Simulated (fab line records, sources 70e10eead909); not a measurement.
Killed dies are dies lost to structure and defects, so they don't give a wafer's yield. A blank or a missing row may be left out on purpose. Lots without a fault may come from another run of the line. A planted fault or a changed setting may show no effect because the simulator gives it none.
One fault seen from 2 desks | flow nand_harc | each desk has only its own numbers; what lay behind them comes last

THE TOOL OWNER'S DESK: cvd_w-01
The tool's own readings at NHARC_A_BLC_CVD_24 (deposits W, target thk 150 nm, time 434 s): means of the sampled wafers that have a number, for each lot that ran on this tool. A lot is out of limits, marked OUT, if its mean lies more than 4 standard deviations from the usual mean; the brackets give that distance.
Columns: A = heater_power_w at NHARC_A_BLC_CVD_24, usual 453 W; B = throttle_valve_pct at NHARC_A_BLC_CVD_24, usual 8.10 %
lot  | first seen here | A   | B
L768 | day 19 00:54    | 441 | 7.93
L772 | day 20 04:16    | 409 | 8.05
L777 | day 22 09:44    | 394 | 8.11
L773 | day 22 19:20    | 449 | 7.87
L780 | day 24 07:31    | 448 | 7.86
L783 | day 24 07:44    | 426 | 7.99
This desk's finding: nothing out of limits on any of the 6 lots.

THE METROLOGY DESK
What the gauges read, lot by lot, whatever tool the lot ran on: means of the sampled wafers that have a number. A lot is out of limits, marked OUT, if its mean lies more than 4 standard deviations from the usual mean; the brackets give that distance.
Columns: A = cd_nm at NHARC_A_BONDPAD_CD_MEAS_09, usual 500.0 nm
lot  | first seen here | A
L768 | day 19 12:16    | 500.0
L770 | day 19 18:25    | 499.6
L772 | day 20 15:02    | 500.4
L777 | day 22 21:05    | 501.6
L773 | day 23 06:04    | 500.3
L780 | day 24 19:41    | 500.9
L784 | day 24 19:50    | 497.6
L785 | day 24 20:01    | 500.2
L783 | day 24 20:11    | 499.9
L786 | day 25 03:32    | 500.4
L790 | day 25 05:14    | 501.1
L789 | day 25 06:56    | 502.0
L788 | day 25 14:44    | 498.2
This desk's finding: nothing out of limits on any of the 13 lots.

PUT TOGETHER
The tool owner's desk saw nothing out of limits.
The metrology desk saw nothing out of limits.

WHAT THE SIMULATOR HAD PUT IN
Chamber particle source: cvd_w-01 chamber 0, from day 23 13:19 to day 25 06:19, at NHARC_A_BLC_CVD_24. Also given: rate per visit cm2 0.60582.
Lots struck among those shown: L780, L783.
